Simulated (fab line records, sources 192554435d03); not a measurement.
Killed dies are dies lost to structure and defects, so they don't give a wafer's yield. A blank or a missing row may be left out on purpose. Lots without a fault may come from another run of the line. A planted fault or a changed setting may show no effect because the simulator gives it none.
fab line records | flow n5_finfet
record lots=24 wafers=72 last_day=19
route steps=1938 shown BEOL_M0@734 BEOL_M1@802
lots that met no fault: from a run of the same line without faults
start_h: hours from the record's first day to the start of the lot's first wafer shown | wait_h: hours since the lot's step before | " the same as in the row above | L1.1+2: a row that stands for several wafers | - no value, or no start given | * or withheld: withheld | < > ~ a bound
route shown NAME@n: a module of which the file shows steps, and the number in the route of the first | usual: mean/standard deviation of fault-free wafers | same: alike in all rows | chamber/n: place in a boat | sites: the reading at each site | _std_site: their standard deviation | _edge_site: outer sites' mean less inner sites' | radius_mm: how far each site lies from the wafer's centre | mask NAME#n: copy n | behind: the tool/chamber that last shaped the wafer | hold: why the lot was held/for how many hours/how that ended | device: the transistor (n, p or np) that didn't switch | end of line: the same wafers' tests at the end of the route | a step without rows: its recipe alone | killed: dies lost to structure and defects at the first sort, not the wafer's yield | map: a wafer's dies, x killed, . not, _ none there
set.NAME: the setting as run; set.NAME@STEP: as run at that earlier step | model.NAME: the simulator's own value behind a step, which no gauge read
steps of the route over a sample of lots; a table a step, a row a wafer
services: from which hour (start_h, from the record's first day; less than 0 if before it) a tool's chamber was out of use, for how many hours, and why
## steps
# step N5_BEOL_M0_SPUTTER_116
# recipe material=Cu target_thk_a=40 temp_c=-20 chamber_pressure_pa=0.07 power_w=withheld time_s=7.37
# usual chuck_gas_flow_sccm=1.26/0.053 substrate_temp_c=-19.99/0.1 throttle_valve_pct=30.3/1.1
# columns lot.wafer tool chamber start_h wait_h chuck_gas_flow_sccm substrate_temp_c throttle_valve_pct
L074.2 pvd_sputter-03 - 117.26 1.4 1.26 -20.06 32.4
L074.3 " - " " 1.29 -19.93 31.1
L074.6 " - " " 1.20 -20.04 29.4
L076.2 pvd_sputter-01 - 126.50 0.1 1.29 -20.07 30.0
L076.5 " - " " 1.32 -20.11 31.2
L076.6 " - " " 1.30 -19.89 31.5
L075.1 pvd_sputter-02 - 127.03 0.1 1.29 -19.85 28.6
L075.2 " - " " 1.30 -20.13 29.4
L075.5 " - " " 1.23 -20.09 29.0
L077.1 pvd_sputter-01 - 137.10 0.2 1.37 -19.87 30.2
L077.5 " - " " 1.26 -20.00 31.1
L077.6 " - " " 1.25 -20.06 30.1
L078.1 pvd_sputter-03 - 141.96 0.1 1.27 -19.90 30.4
L078.3 " - " " 1.20 -19.98 31.1
L078.6 " - " " 1.24 -19.79 30.9
L079.3 pvd_sputter-01 - 147.10 1.4 1.21 -19.90 31.2
L079.4 " - " " 1.25 -19.89 31.3
L079.6 " - " " 1.26 -20.09 31.2
L080.3 pvd_sputter-03 - 155.34 1.1 1.32 -20.04 32.6
L080.4 " - " " 1.36 -19.79 31.0
L080.5 " - " " 1.32 -20.11 30.3
L081.2 pvd_sputter-01 - 162.49 0.2 1.32 -20.13 31.4
L081.4 " - " " 1.25 -20.01 31.3
L081.5 " - " " 1.29 -19.95 30.1
L082.1 pvd_sputter-01 - 164.85 2.1 1.26 -19.92 31.5
L082.2 " - " " 1.35 -19.95 31.0
L082.5 " - " " 1.24 -19.99 31.0
L083.3 pvd_sputter-01 - 174.92 0.1 1.29 -20.07 31.0
L083.5 " - " " 1.28 -19.97 31.2
L083.6 " - " " 1.27 -20.02 30.0
L084.2 pvd_sputter-01 - 181.60 0.1 1.26 -20.06 31.2
L084.4 " - " " 1.29 -19.90 30.2
L084.6 " - " " 1.20 -20.02 31.0
L085.3 pvd_sputter-01 - 185.02 0.3 1.19 -20.07 30.2
L085.4 " - " " 1.15 -19.93 31.3
L085.5 " - " " 1.22 -20.09 31.0
L087.1 pvd_sputter-02 - 218.41 0.1 1.32 -19.90 28.7
L087.2 " - " " 1.21 -20.11 28.9
L087.3 " - " " 1.17 -19.95 28.8
L086.3 pvd_sputter-02 - 225.32 0.2 1.35 -19.99 28.8
L086.4 " - " " 1.30 -19.94 29.1
L086.6 " - " " 1.18 -19.91 29.5
L089.1 pvd_sputter-03 - 227.24 0.1 1.26 -20.06 29.6
L089.2 " - " " 1.24 -19.81 32.9
L089.3 " - " " 1.28 -20.07 31.3
L088.1 pvd_sputter-01 - 229.01 0.1 1.26 -19.87 30.0
L088.4 " - " " 1.26 -19.89 31.5
L088.6 " - " " 1.32 -20.07 31.1
L090.3 pvd_sputter-02 - 230.05 0.1 1.36 -19.98 28.7
L090.4 " - " " 1.32 -20.17 29.6
L090.6 " - " " 1.27 -19.90 29.2
L093.1 pvd_sputter-03 - 251.26 0.1 1.37 -20.02 30.9
L093.5 " - " " 1.23 -19.86 29.4
L093.6 " - " " 1.23 -19.87 30.4
L091.2 pvd_sputter-02 - 254.43 0.1 1.23 -20.01 29.5
L091.4 " - " " 1.22 -20.04 29.2
L091.6 " - " " 1.32 -20.19 29.3
L094.2 pvd_sputter-03 - 256.33 0.1 1.27 -20.01 30.6
L094.3 " - " " 1.18 -20.07 29.5
L094.6 " - " " 1.13 -19.98 32.8
L095.2 pvd_sputter-02 - 256.60 0.2 1.32 -19.99 28.9
L095.3 " - " " 1.25 -19.82 28.7
L095.4 " - " " 1.17 -20.05 29.2
L092.4 pvd_sputter-01 - 257.53 0.1 1.19 -20.10 31.1
L092.5 " - " " 1.27 -19.89 31.1
L092.6 " - " " 1.26 -20.12 31.5
L096.1 pvd_sputter-02 - 257.78 0.1 1.33 -19.90 29.0
L096.3 " - " " 1.29 -19.85 28.5
L096.5 " - " " 1.24 -20.01 29.4
L097.1 pvd_sputter-02 - 270.12 0.1 1.31 -19.89 28.6
L097.2 " - " " 1.29 -19.88 29.4
L097.3 " - " " 1.35 -20.08 28.9
# step N5_BEOL_M0_ANNEAL_117
# recipe temp_c=400 time_s=60 ambient=vacuum
# usual heater_power_w=832/77
# columns lot.wafer tool chamber start_h wait_h heater_power_w
L074.2 pvd_sputter-03 - 117.34 0.0 971
L074.3 " - " " 744
L074.6 " - " " 731
L076.2 pvd_sputter-01 - 126.58 0.0 850
L076.5 " - " " 943
L076.6 " - " " 689
L075.1 pvd_sputter-02 - 127.11 0.0 803
L075.2 " - " " 909
L075.5 " - " " 825
L077.1 pvd_sputter-01 - 137.18 0.0 834
L077.5 " - " " 873
L077.6 " - " " 850
L078.1 pvd_sputter-03 - 142.04 0.0 827
L078.3 " - " " 727
L078.6 " - " " 740
L079.3 pvd_sputter-01 - 147.18 0.0 707
L079.4 " - " " 880
L079.6 " - " " 691
L080.3 pvd_sputter-03 - 155.42 0.0 969
L080.4 " - " " 766
L080.5 " - " " 809
L081.2 pvd_sputter-01 - 162.57 0.0 877
L081.4 " - " " 915
L081.5 " - " " 849
L082.1 pvd_sputter-01 - 164.93 0.0 719
L082.2 " - " " 924
L082.5 " - " " 886
L083.3 pvd_sputter-01 - 175.00 0.0 897
L083.5 " - " " 854
L083.6 " - " " 870
L084.2 pvd_sputter-01 - 181.68 0.0 929
L084.4 " - " " 843
L084.6 " - " " 914
L085.3 pvd_sputter-01 - 185.10 0.0 865
L085.4 " - " " 942
L085.5 " - " " 883
L087.1 pvd_sputter-02 - 218.49 0.0 818
L087.2 " - " " 780
L087.3 " - " " 826
L086.3 pvd_sputter-02 - 225.40 0.0 833
L086.4 " - " " 802
L086.6 " - " " 914
L089.1 pvd_sputter-03 - 227.32 0.0 735
L089.2 " - " " 935
L089.3 " - " " 743
L088.1 pvd_sputter-01 - 229.09 0.0 859
L088.4 " - " " 721
L088.6 " - " " 906
L090.3 pvd_sputter-02 - 230.13 0.0 796
L090.4 " - " " 908
L090.6 " - " " 802
L093.1 pvd_sputter-03 - 251.34 0.0 727
L093.5 " - " " 732
L093.6 " - " " 827
L091.2 pvd_sputter-02 - 254.51 0.0 932
L091.4 " - " " 829
L091.6 " - " " 912
L094.2 pvd_sputter-03 - 256.41 0.0 828
L094.3 " - " " 724
L094.6 " - " " 989
L095.2 pvd_sputter-02 - 256.68 0.0 793
L095.3 " - " " 820
L095.4 " - " " 792
L092.4 pvd_sputter-01 - 257.61 0.0 702
L092.5 " - " " 852
L092.6 " - " " 711
L096.1 pvd_sputter-02 - 257.86 0.0 806
L096.3 " - " " 826
L096.5 " - " " 896
L097.1 pvd_sputter-02 - 270.20 0.0 797
L097.2 " - " " 895
L097.3 " - " " 809
# step N5_BEOL_M1_STRIP_97
# recipe chemistry=N2/H2 time_s=10 power_w=450 temp_c=40 pressure_mtorr=20 rf_frequency_hz=6e+07 bias_power_w=7 n2_flow_sccm=200 h2_flow_sccm=200
# usual drypump_motor_current_A=5.9/0.51 oes_product_au=0.81/0.094 rf_vpp_V=59.0/0.8 showerhead_plenum_p_Torr=2.54/0.084 throttle_valve_pct=23.5/0.32
# columns lot.wafer tool chamber start_h wait_h drypump_motor_current_A oes_product_au rf_hours_counter_h rf_vpp_V showerhead_plenum_p_Torr throttle_valve_pct
L074.2 rie_diel-02 2 - - 6.4 0.67 243 57.3 2.49 23.8
L074.3 " 1 " " 5.2 0.71 202 58.5 2.41 24.0
L074.6 " 1 " " 5.2 0.72 - 58.0 2.41 24.0
L076.2 rie_diel-01 3 - - 5.4 0.70 240 59.5 2.48 23.3
L076.5 " 2 " " 5.7 0.89 - 59.2 2.61 23.6
L076.6 " 1 " " 5.8 0.95 - 58.3 2.70 23.2
L075.1 rie_diel-01 0 - - 6.4 0.85 88 59.9 2.57 23.3
L075.2 " 3 " " 5.4 0.69 242 59.7 2.48 23.3
L075.5 " 3 " " 5.5 0.70 - 59.0 2.48 23.3
L077.1 rie_diel-03 2 - - 5.8 0.75 134 59.8 2.55 23.4
L077.5 " 0 " " 4.9 0.79 - 59.2 2.54 23.4
L077.6 " 3 " " 6.7 0.95 - 58.9 2.60 23.3
L078.1 rie_diel-02 3 - - 6.2 0.69 210 59.2 2.42 24.0
L078.3 " 0 " " 5.7 0.97 6 59.1 2.49 23.3
L078.6 " 2 " " 6.5 0.67 - 58.1 2.49 23.8
L079.3 rie_diel-01 1 - - 5.8 0.91 27 57.9 2.70 23.2
L079.4 " 2 " " 5.7 0.87 33 58.6 2.61 23.6
L079.6 " 3 " " 5.4 0.68 - 57.7 2.48 23.3
L080.3 rie_diel-01 1 - - 5.8 0.91 28 60.9 2.70 23.2
L080.4 " 2 " " 5.7 0.87 34 59.9 2.61 23.6
L080.5 " 0 " " 6.5 0.83 - 59.0 2.56 23.3
L081.2 rie_diel-01 0 - - 6.4 0.83 97 58.4 2.56 23.3
L081.4 " 1 " " 5.8 0.90 28 59.4 2.70 23.2
L081.5 " 2 " " 5.7 0.87 - 59.6 2.61 23.6
L082.1 rie_diel-03 1 - - 6.1 0.74 166 60.0 2.64 24.1
L082.2 " 3 " " 6.6 0.93 17 57.6 2.59 23.4
L082.5 " 0 " " 4.9 0.80 - 59.2 2.54 23.4
L083.3 rie_diel-02 1 - - 5.2 0.71 218 58.5 2.41 24.0
L083.5 " 3 " " 6.2 0.68 - 58.4 2.42 24.0
L083.6 " 0 " " 5.6 0.93 - 59.3 2.48 23.4
L085.3 rie_diel-02 2 - - 6.5 0.97 5 58.4 2.49 23.6
L085.4 " 0 " " 5.6 0.93 20 58.8 2.48 23.4
L085.5 " 2 " " 6.4 0.97 - 58.5 2.49 23.6
L084.2 rie_diel-03 2 - - 5.7 0.75 144 58.4 2.55 23.5
L084.4 " 1 " " 6.0 0.75 173 59.3 2.63 24.1
L084.6 " 1 " " 6.0 0.74 - 59.0 2.63 24.1
L087.1 rie_diel-02 0 - - 5.6 0.91 28 57.8 2.48 23.4
L087.2 " 1 " " 5.2 0.69 231 59.7 2.40 24.0
L087.3 " 2 " " 6.4 0.94 13 58.3 2.48 23.6
L086.3 rie_diel-03 2 - - 5.8 0.73 156 59.4 2.54 23.5
L086.4 " 3 " " 6.6 0.88 36 58.7 2.59 23.3
L086.6 " 2 " " 5.8 0.73 - 58.5 2.54 23.5
L089.1 rie_diel-01 0 - - 6.5 0.80 120 58.9 2.55 23.4
L089.2 " 3 " " 5.4 0.93 12 59.8 2.48 22.9
L089.3 " 2 " " 5.7 0.84 57 59.9 2.60 23.6
L088.1 rie_diel-03 0 - - 4.9 0.77 155 59.2 2.53 23.4
L088.4 " 1 " " 6.0 0.72 187 61.1 2.63 24.1
L088.6 " 1 " " 6.0 0.72 - 58.7 2.63 24.1
L090.3 rie_diel-01 2 - - 5.8 0.84 59 60.0 2.60 23.6
L090.4 " 3 " " 5.4 0.93 14 57.7 2.47 22.9
L090.6 " 0 " " 6.4 0.80 - 56.7 2.55 23.4
L093.1 rie_diel-02 0 - - 5.6 0.90 33 58.7 2.47 23.4
L093.5 " 0 " " 5.6 0.90 - 58.2 2.47 23.4
L093.6 " 1 " " 5.2 0.69 - 58.0 2.40 24.0
L091.2 rie_diel-01 3 - - 5.4 0.90 22 58.7 2.47 22.9
L091.4 " 0 " " 6.4 0.79 130 57.1 2.55 23.4
L091.6 " 3 " " 5.4 0.91 - 57.8 2.47 22.9
L094.2 rie_diel-01 2 - - 5.7 0.81 68 58.6 2.59 23.7
L094.3 " 0 " " 6.5 0.79 130 58.9 2.55 23.4
L094.6 " 1 " " 5.8 0.86 - 60.1 2.68 23.3
L095.2 rie_diel-02 3 - - 6.2 0.67 240 58.4 2.41 24.0
L095.3 " 2 " " 6.4 0.91 21 58.4 2.48 23.6
L095.4 " 3 " " 6.2 0.67 - 59.0 2.41 24.0
L092.4 rie_diel-01 1 - - 5.8 0.86 63 58.1 2.68 23.3
L092.5 " 1 " " 5.8 0.86 - 59.5 2.68 23.3
L092.6 " 2 " " 5.7 0.82 - 59.2 2.59 23.7
L096.1 rie_diel-03 0 - - 4.9 0.76 166 59.0 2.52 23.4
L096.3 " 2 " " 5.8 0.72 170 58.7 2.54 23.5
L096.5 " 3 " " 6.6 0.86 - 58.9 2.58 23.4
L097.1 rie_diel-03 1 - - 6.0 0.70 205 59.2 2.62 24.2
L097.2 " 3 " " 6.7 0.84 56 60.1 2.58 23.4
L097.3 " 0 " " 4.9 0.75 172 58.3 2.52 23.4
# step N5_BEOL_M1_SPUTTER_88
# recipe material=Cu target_thk_a=45 temp_c=-20 chamber_pressure_pa=0.07 power_w=withheld time_s=8.29
# usual chuck_gas_flow_sccm=1.26/0.048 substrate_temp_c=-20.00/0.12 throttle_valve_pct=30.5/1.1
# columns lot.wafer tool chamber start_h wait_h chuck_gas_flow_sccm substrate_temp_c throttle_valve_pct
L074.2 pvd_sputter-01 - 131.05 0.1 1.24 -20.08 30.0
L074.3 " - " " 1.27 -20.02 31.0
L074.6 " - " " 1.30 -19.94 30.1
L076.2 pvd_sputter-01 - 134.04 0.1 1.27 -19.97 31.2
L076.5 " - " " 1.28 -20.13 30.2
L076.6 " - " " 1.24 -19.90 31.3
L075.1 pvd_sputter-02 - 139.12 0.1 1.26 -19.98 28.9
L075.2 " - " " 1.31 -19.78 29.3
L075.5 " - " " 1.26 -19.97 28.8
L077.1 pvd_sputter-03 - 146.30 0.1 1.23 -20.04 30.7
L077.5 " - " " 1.26 -19.96 30.3
L077.6 " - " " 1.17 -20.02 29.6
L078.1 pvd_sputter-02 - 149.33 0.1 1.29 -20.09 29.6
L078.3 " - " " 1.24 -19.95 28.5
L078.6 " - " " 1.27 -19.92 29.2
L079.3 pvd_sputter-01 - 163.89 0.1 1.17 -20.11 31.2
L079.4 " - " " 1.26 -19.83 31.0
L079.6 " - " " 1.19 -19.97 29.9
L080.3 pvd_sputter-02 - 173.55 0.1 1.29 -19.82 29.8
L080.4 " - " " 1.24 -19.95 29.5
L080.5 " - " " 1.21 -20.07 29.1
L081.2 pvd_sputter-03 - 175.42 0.1 1.33 -19.85 30.5
L081.4 " - " " 1.18 -19.95 29.6
L081.5 " - " " 1.29 -19.76 30.2
L082.1 pvd_sputter-02 - 176.99 0.1 1.25 -19.83 29.2
L082.2 " - " " 1.28 -19.89 29.1
L082.5 " - " " 1.24 -19.81 29.5
L083.3 pvd_sputter-02 - 181.81 0.1 1.24 -19.87 29.1
L083.5 " - " " 1.34 -20.00 29.2
L083.6 " - " " 1.20 -19.99 29.4
L085.3 pvd_sputter-03 - 194.91 0.1 1.33 -19.99 31.0
L085.4 " - " " 1.31 -19.87 30.6
L085.5 " - " " 1.28 -20.10 31.1
L084.2 pvd_sputter-03 - 197.29 0.1 1.25 -19.97 30.6
L084.4 " - " " 1.24 -20.13 32.7
L084.6 " - " " 1.23 -20.04 31.3
L087.1 pvd_sputter-01 - 226.66 0.1 1.33 -20.01 30.0
L087.2 " - " " 1.30 -20.10 31.1
L087.3 " - " " 1.24 -20.09 31.0
L086.3 pvd_sputter-01 - 231.92 0.1 1.26 -20.01 31.1
L086.4 " - " " 1.30 -20.07 29.9
L086.6 " - " " 1.29 -20.13 30.1
L089.1 pvd_sputter-01 - 234.40 0.1 1.31 -20.06 31.1
L089.2 " - " " 1.17 -19.92 31.3
L089.3 " - " " 1.25 -19.92 31.2
L088.1 pvd_sputter-02 - 236.79 0.1 1.23 -20.07 29.0
L088.4 " - " " 1.27 -20.02 29.1
L088.6 " - " " 1.28 -20.04 29.6
L090.3 pvd_sputter-01 - 237.75 0.1 1.19 -20.32 29.7
L090.4 " - " " 1.28 -19.69 31.1
L090.6 " - " " 1.28 -19.76 31.0
L093.1 pvd_sputter-03 - 257.69 0.1 1.27 -20.00 32.7
L093.5 " - " " 1.28 -20.09 30.9
L093.6 " - " " 1.25 -20.13 32.8
L091.2 pvd_sputter-01 - 262.49 0.1 1.27 -20.03 31.3
L091.4 " - " " 1.24 -20.00 31.4
L091.6 " - " " 1.24 -19.99 31.1
L094.2 pvd_sputter-03 - 263.33 0.1 1.23 -19.96 31.1
L094.3 " - " " 1.32 -19.91 30.5
L094.6 " - " " 1.30 -20.09 29.3
L095.2 pvd_sputter-01 - 264.71 0.1 1.17 -20.08 30.9
L095.3 " - " " 1.32 -20.10 31.1
L095.4 " - " " 1.38 -19.87 31.6
L092.4 pvd_sputter-03 - 266.75 0.1 1.26 -20.27 30.2
L092.5 " - " " 1.22 -20.05 29.4
L092.6 " - " " 1.22 -20.18 30.3
L096.1 pvd_sputter-01 - 267.09 0.1 1.27 -20.10 31.1
L096.3 " - " " 1.21 -19.96 31.2
L096.5 " - " " 1.27 -20.03 31.1
L097.1 pvd_sputter-03 - 287.41 0.1 1.26 -19.90 32.7
L097.2 " - " " 1.28 -20.05 30.8
L097.3 " - " " 1.20 -20.05 29.6
# step N5_BEOL_M1_SPUTTER_92
# recipe material=Cu target_thk_a=45 temp_c=-20 chamber_pressure_pa=0.07 power_w=withheld time_s=8.29
# usual chuck_gas_flow_sccm=1.27/0.053 substrate_temp_c=-19.98/0.098 throttle_valve_pct=30.5/1.1
# columns lot.wafer tool chamber start_h wait_h chuck_gas_flow_sccm substrate_temp_c throttle_valve_pct
L074.2 pvd_sputter-01 - 131.49 0.1 1.32 -20.07 30.0
L074.3 " - " " 1.27 -20.00 30.9
L074.6 " - " " 1.21 -19.97 30.0
L076.2 pvd_sputter-01 - 134.48 0.1 1.33 -19.96 31.0
L076.5 " - " " 1.32 -20.15 30.0
L076.6 " - " " 1.22 -20.08 31.4
L075.1 pvd_sputter-02 - 139.56 0.1 1.25 -19.95 29.3
L075.2 " - " " 1.24 -19.69 29.1
L075.5 " - " " 1.35 -19.97 29.1
L077.1 pvd_sputter-03 - 146.74 0.1 1.26 -19.81 30.5
L077.5 " - " " 1.16 -19.94 30.5
L077.6 " - " " 1.25 -19.94 29.4
L078.1 pvd_sputter-02 - 149.77 0.1 1.24 -20.07 29.3
L078.3 " - " " 1.24 -19.99 28.9
L078.6 " - " " 1.24 -19.93 29.3
L079.3 pvd_sputter-01 - 164.33 0.1 1.25 -19.95 31.4
L079.4 " - " " 1.23 -20.00 31.0
L079.6 " - " " 1.31 -19.94 30.2
L080.3 pvd_sputter-02 - 173.99 0.1 1.23 -20.00 29.5
L080.4 " - " " 1.23 -19.99 29.0
L080.5 " - " " 1.24 -20.01 29.0
L081.2 pvd_sputter-03 - 175.86 0.1 1.29 -19.93 30.6
L081.4 " - " " 1.19 -20.01 29.2
L081.5 " - " " 1.34 -19.94 30.7
L082.1 pvd_sputter-02 - 177.43 0.1 1.28 -19.82 29.3
L082.2 " - " " 1.34 -19.98 29.2
L082.5 " - " " 1.28 -19.92 29.4
L083.3 pvd_sputter-02 - 182.25 0.1 1.22 -20.11 29.1
L083.5 " - " " 1.22 -19.99 29.2
L083.6 " - " " 1.28 -20.06 29.2
L085.3 pvd_sputter-03 - 195.35 0.1 1.27 -19.94 31.2
L085.4 " - " " 1.34 -20.02 30.7
L085.5 " - " " 1.24 -20.07 31.2
L084.2 pvd_sputter-03 - 197.73 0.1 1.29 -20.11 30.4
L084.4 " - " " 1.31 -20.08 32.7
L084.6 " - " " 1.32 -20.03 31.1
L087.1 pvd_sputter-01 - 227.10 0.1 1.18 -20.02 29.8
L087.2 " - " " 1.29 -20.04 30.9
L087.3 " - " " 1.24 -19.85 31.0
L086.3 pvd_sputter-01 - 232.36 0.1 1.23 -20.07 31.4
L086.4 " - " " 1.26 -20.13 29.9
L086.6 " - " " 1.31 -20.01 29.8
L089.1 pvd_sputter-01 - 234.84 0.1 1.23 -19.98 31.1
L089.2 " - " " 1.25 -19.87 31.1
L089.3 " - " " 1.21 -19.92 31.3
L088.1 pvd_sputter-02 - 237.23 0.1 1.27 -19.97 29.3
L088.4 " - " " 1.31 -19.98 29.3
L088.6 " - " " 1.27 -19.98 29.4
L090.3 pvd_sputter-01 - 238.19 0.1 1.35 -19.76 29.8
L090.4 " - " " 1.29 -19.95 31.4
L090.6 " - " " 1.19 -19.88 31.2
L093.1 pvd_sputter-03 - 258.13 0.1 1.26 -19.86 32.7
L093.5 " - " " 1.23 -19.94 30.9
L093.6 " - " " 1.32 -19.83 32.5
L091.2 pvd_sputter-01 - 262.93 0.1 1.23 -19.89 31.1
L091.4 " - " " 1.31 -20.13 31.0
L091.6 " - " " 1.27 -20.08 31.0
L094.2 pvd_sputter-03 - 263.77 0.1 1.27 -19.90 30.8
L094.3 " - " " 1.26 -19.90 30.4
L094.6 " - " " 1.25 -20.11 29.3
L095.2 pvd_sputter-01 - 265.15 0.1 1.32 -20.05 31.4
L095.3 " - " " 1.28 -20.00 31.1
L095.4 " - " " 1.27 -20.00 31.0
L092.4 pvd_sputter-03 - 267.19 0.1 1.15 -20.00 30.6
L092.5 " - " " 1.25 -20.16 29.1
L092.6 " - " " 1.27 -19.95 30.5
L096.1 pvd_sputter-01 - 267.53 0.1 1.21 -19.88 30.8
L096.3 " - " " 1.18 -20.17 31.2
L096.5 " - " " 1.25 -20.12 31.2
L097.1 pvd_sputter-03 - 287.85 0.1 1.36 -19.83 32.3
L097.2 " - " " 1.25 -19.99 30.4
L097.3 " - " " 1.25 -20.06 29.5
# step N5_BEOL_M1_RS_MEAS_58
# recipe thk_meas_gauge=four-point-probe reads=Co_of_BEOL_M1_CO_CAP_55+Cu_of_BEOL_M1_ECD_50+Co_of_BEOL_M1_CVD_47+TaN_of_BEOL_M1_ALD_84
# usual M1_RS=0.68/0.033
# columns lot.wafer tool chamber start_h wait_h M1_RS[ohm/sq]
L074.2 film_metro-01 - 132.98 0.1 0.74
L074.3 " - " " 0.67
L074.6 " - " " 0.64
L076.2 film_metro-01 - 135.97 0.1 0.70
L076.5 " - " " 0.64
L076.6 " - " " 0.69
L075.1 film_metro-02 - 143.01 0.0 0.66
L075.2 " - " " 0.73
L075.5 " - " " 0.69
L077.1 film_metro-01 - 148.23 0.0 0.71
L077.5 " - " " 0.63
L077.6 " - " " 0.69
L078.1 film_metro-01 - 151.26 0.0 0.72
L078.3 " - " " 0.75
L078.6 " - " " 0.67
L079.3 film_metro-01 - 165.83 0.1 0.71
L079.4 " - " " 0.68
L079.6 " - " " 0.73
L080.3 film_metro-02 - 175.48 0.1 0.67
L080.4 " - " " 0.68
L080.5 " - " " 0.70
L081.2 film_metro-02 - 177.39 0.1 0.61
L081.4 " - " " 0.59
L081.5 " - " " 0.62
L082.1 film_metro-02 - 178.92 0.0 0.69
L082.2 " - " " 0.69
L082.5 " - " " 0.68
L083.3 film_metro-02 - 183.74 0.1 0.69
L083.5 " - " " 0.64
L083.6 " - " " 0.66
L085.3 film_metro-01 - 196.95 0.1 0.68
L085.4 " - " " 0.68
L085.5 " - " " 0.69
L084.2 film_metro-01 - 199.23 0.1 0.71
L084.4 " - " " 0.68
L084.6 " - " " 0.65
L087.1 film_metro-01 - 228.69 0.0 0.65
L087.2 " - " " 0.69
L087.3 " - " " 0.71
L086.3 film_metro-02 - 233.85 0.1 0.70
L086.4 " - " " 0.66
L086.6 " - " " 0.70
L089.1 film_metro-02 - 236.53 0.0 0.67
L089.2 " - " " 0.63
L089.3 " - " " 0.67
L088.1 film_metro-01 - 238.73 0.0 0.73
L088.4 " - " " 0.66
L088.6 " - " " 0.65
L090.3 film_metro-02 - 239.71 0.1 0.69
L090.4 " - " " 0.68
L090.6 " - " " 0.71
L093.1 film_metro-01 - 259.63 0.0 0.67
L093.5 " - " " 0.67
L093.6 " - " " 0.64
L091.2 film_metro-02 - 264.41 0.1 0.77
L091.4 " - " " 0.69
L091.6 " - " " 0.70
L094.2 film_metro-01 - 265.26 0.1 0.74
L094.3 " - " " 0.66
L094.6 " - " " 0.68
L095.2 film_metro-02 - 267.22 0.1 0.69
L095.3 " - " " 0.65
L095.4 " - " " 0.68
L092.4 film_metro-01 - 268.68 0.0 0.61
L092.5 " - " " 0.63
L092.6 " - " " 0.67
L096.1 film_metro-02 - 269.22 0.0 0.66
L096.3 " - " " 0.69
L096.5 " - " " 0.66
L097.1 film_metro-01 - 289.34 0.0 0.66
L097.2 " - " " 0.69
L097.3 " - " " 0.70
## services
# columns tool chamber start_h hours kind
rie_diel-02 0 105.21 - clean
rie_diel-02 0 105.21 - consumable_replace:focus_ring
rie_diel-02 0 105.21 21.7 scheduled_down
rie_diel-02 0 105.21 21.7 vent_cycle
rie_diel-03 3 108.72 - clean
rie_diel-03 3 108.72 - consumable_replace:focus_ring
rie_diel-02 2 152.47 - clean
rie_diel-02 2 152.47 - consumable_replace:focus_ring
rie_diel-03 2 170.50 10.6 repair
rie_diel-01 3 172.28 - clean
rie_diel-01 3 172.28 - consumable_replace:focus_ring
rie_diel-01 3 172.28 17.3 scheduled_down
rie_diel-01 3 172.28 17.3 vent_cycle
rie_diel-02 - 186.52 0.8 repair
pvd_sputter-02 - 189.66 6.6 repair
rie_diel-01 3 216.72 5.4 repair
rie_diel-02 - 226.79 14.6 pm
rie_diel-02 0 275.91 6.9 repair
rie_diel-01 2 285.53 14.8 repair
## key
fault none
